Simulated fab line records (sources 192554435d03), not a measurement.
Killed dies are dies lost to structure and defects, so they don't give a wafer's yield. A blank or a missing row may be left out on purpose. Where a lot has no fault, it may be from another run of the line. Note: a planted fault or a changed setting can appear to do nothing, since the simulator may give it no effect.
Comparing a struck lot with a sound one    flow n5 finfet    15 out of 1938 route steps
Sound: wafers L759.1, L759.3, L759.5. Struck: wafers L773.3, L773.4, L773.5. At the end, the cause is stated.
For every step that has rows: the tool of each side, followed by ch and its chambers, followed by its first start. Under that, the readings that differ: sound wafers    struck wafers    difference of the means    sigmas: that difference in standard deviations of wafers without a fault.
alike: words and numbers the same on both sides, and readings whose means are apart by under 2 such deviations; not compared: readings that were withheld, readings missing a value for some wafer, numbers with overlapping values and no deviation given by the record, and bounds like >300 which may hide the same value.
Wherever a step has rows on one side only, a row that says differs or no value, or a row with sigmas, the two part there. Numbers that have no deviation but don't overlap get no sigmas and don't part them. A reading that every wafer of one side lacks parts them only if that side has two wafers or more.

N5_BEOL_M10_OCD_MEAS_38:
  struck on ocd-01, day 14 04:17; sound on ocd-02, day 10 20:35
  alike: trench depth nm
then, 4 steps without rows for these wafers: N5_BEOL_M10_HM_STRIP_39 (strips TiN in peroxide tin strip, target depth 25 nm, time 158 s); N5_BEOL_M10_SRD_40 (time 30 s); N5_BEOL_M10_PRECLEAN_42 (cleans in residue remover, time 60 s); N5_BEOL_M10_SRD_43 (time 30 s).
N5_BEOL_M10_CD_MEAS_35 targets a cd of 70 nm.
  struck on cd sem-02, day 14 04:26; sound on cd sem-02, day 10 20:45
  alike: cd nm
N5_BEOL_M10_CURE_72: cures SiCOH lowk, time 120 s.
  sound on uv cure-03 ch 0, day 10 20:47; struck on uv cure-01 ch 0, day 14 04:35
  alike: lamp power pct, wafer_temp_C_max
N5_BEOL_M10_DEGAS_44: time 60 s.
  struck on pvd sputter-03, day 14 05:05; sound on pvd sputter-01, day 10 21:59
reading             sound        struck       difference  sigmas
heater power w (W)  346 347 347  304 263 305  -56         -2
N5_BEOL_M10_PRE_CLEAN_45: time 30 s.
  struck on pvd sputter-03, day 14 05:07; sound on pvd sputter-01, day 10 22:02
  alike: heater power w
N5_BEOL_M10_ALD_74: deposits TaN, target thk 2 nm, pulse time 2 s, purge time 3 s.
  sound on ald metal-03 ch 0,2,3, day 10 22:05; struck on ald metal-01 ch 0,1,3, day 14 05:17
  alike: heater power w
N5_BEOL_M10_SURFACE_TREAT_76:
  struck on pvd sputter-03, day 14 07:28; sound on pvd sputter-03, day 10 22:25
  not compared: throttle valve pct
then, 1 step without rows for these wafers: N5_BEOL_M10_CVD_75 (deposits Co from CCTBA/H2, target thk 2 nm, time 138.9 s).
N5_BEOL_M10_SPUTTER_48: material Cu, target thk 12 nm, time 2 s.
  struck on pvd sputter-03, day 14 07:41; sound on pvd sputter-01, day 10 22:37
reading                 sound              struck             difference  sigmas
cathode dc power W (W)  26010 25993 25994  21421 21419 21427  -4577       -99 or more
  alike: substrate temp c, throttle valve pct
then, 1 step without rows for these wafers: N5_BEOL_M10_ECD_50 (material Cu, target thk 318 nm).
-- here the record skips 2 days between the struck wafers' starts before and after, leaving off in module BEOL_M10 and picking up in module PASSIVATION (first step shown: number 1936 of the route) --
N5_PASSIVATION_PROBE_49:
  struck on prober-01, day 16 09:49; sound on prober-02, day 13 05:55
  alike: defect limited yield, killed_at_M0_to_M3, killed_at_M4_up, killed at contacts, killed at front end, killed at other, killed dies, killed open, killed short, sort_bin_5_function, sort_bin_6_memory, sort n pass, sort yield pct

WHERE THEY PART
Earliest at N5_BEOL_M10_DEGAS_44; latest, in this record, at N5_BEOL_M10_SPUTTER_48. Later steps at which nothing parts them and some readings are alike: N5_PASSIVATION_PROBE_49.

WHY: what the simulator had put in
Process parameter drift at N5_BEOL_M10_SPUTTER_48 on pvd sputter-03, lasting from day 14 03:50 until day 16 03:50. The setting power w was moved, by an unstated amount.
